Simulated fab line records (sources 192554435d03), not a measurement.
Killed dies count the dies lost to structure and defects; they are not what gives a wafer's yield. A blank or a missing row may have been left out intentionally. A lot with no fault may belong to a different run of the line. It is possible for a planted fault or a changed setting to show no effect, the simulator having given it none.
Split-lot trial	flow n5-finfet	21 wafers read from 7 lots, route of 1938 steps

## SPLIT DETAILS
At N5_MIM_BOT_ETCH_ETCH_00 (etches TiN in Cl2/BCl3, target depth 45.5 nm), the setting icp-w was moved away from the recipe's 1000 W on 6 of the 21 wafers read, by -12.1% to +9.4%. This setting was run at the recipe's value on the other wafers.

The reading comes from the split's own step.

## THE READING
etch.depth-nm (the simulator's own value, which no gauge read), in nm, at N5_MIM_BOT_ETCH_ETCH_00 (etches TiN in Cl2/BCl3, target depth 45.5 nm). The file does not state a usual value for it. The 15 wafers here that ran the recipe average 45.08 nm, standard deviation 0.87 nm.

wafer	tool, chamber at the split	icp-w as run, W	against the recipe	etch.depth-nm, nm	against lot-mates on the recipe
L074.1	rie-metal-03, 1	1000	recipe	46.6	-
L074.2	rie-metal-03, 0	1000	recipe	45.71	-
L074.6	rie-metal-03, 1	1000	recipe	46.87	-
L078.2	rie-metal-02, 0	1075	+7.5%	47.42	+3.20
L078.3	rie-metal-02, 0	1000	recipe	44.22	-
L078.4	rie-metal-02, 1	1075	+7.5%	46.98	+2.76
L080.1	rie-metal-02, 0	1000	recipe	44.32	-
L080.3	rie-metal-02, 1	1000	recipe	44.69	-
L080.4	rie-metal-02, 0	1000	recipe	44.22	-
L081.2	rie-metal-02, 0	1000	recipe	44.36	-
L081.4	rie-metal-02, 0	1000	recipe	44.48	-
L081.5	rie-metal-02, 1	1094	+9.4%	48.66	+4.24
L091.2	rie-metal-03, 0	944.9	-5.5%	43.78	-1.97
L091.4	rie-metal-03, 0	1000	recipe	45.63	-
L091.5	rie-metal-03, 0	1000	recipe	45.87	-
L093.1	rie-metal-02, 1	1000	recipe	44.72	-
L093.2	rie-metal-02, 0	1000	recipe	44.74	-
L093.4	rie-metal-02, 0	1000	recipe	44.12	-
L089.1	rie-metal-01, 1	879	-12.1%	40.39	-5.20
L089.2	rie-metal-01, 0	1000	recipe	45.59	-
L089.3	rie-metal-01, 1	879	-12.1%	40.27	-5.32

THE FIT
A straight line over all 21 wafers: etch.depth-nm changes by +0.357 nm for each +1% of icp-w; r = +0.92; the points scatter about the line by 0.82 nm.
The same after taking each lot's own level away (the mean of its wafers on the recipe; 21 wafers): +0.425 nm for each +1%; r = +0.99; scatter 0.29 nm.
That fit puts the effect of the largest move of icp-w on the reading at 5.1 nm.
From 44.220 to 46.393 nm: that is the span of the lots' own levels, equal to 2.5 times the standard deviation above.
So the lot-to-lot level changes the slope: the two fits differ.
Check: -5.12 nm against its lot-mates is what the line predicts for one of the wafers moved furthest among these (-12.1%) when that wafer is left out of the fit. It came out at -5.2 nm against them.

## THE OTHER SPLITS THESE WAFERS WENT THROUGH
These wafers also went through other splits before the reading. Each is held against what the fit with the lots' levels taken away leaves over:
other split on the same wafers	wafers away from the commonest value	r with etch.depth-nm (lot level and that fit taken away)
N5_BEOL_M14_DEVELOP_27 develop-time-s	9	+0.36
N5_BEOL_M15_EXPOSE_25 dose-mj	6	+0.35
N5_BEOL_M15_PEB_26 peb-temp-c	6	+0.08

## THE FILE'S OWN FIT
etch.depth-nm changes by +0.425 nm for each +1% of icp-w, r = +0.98.
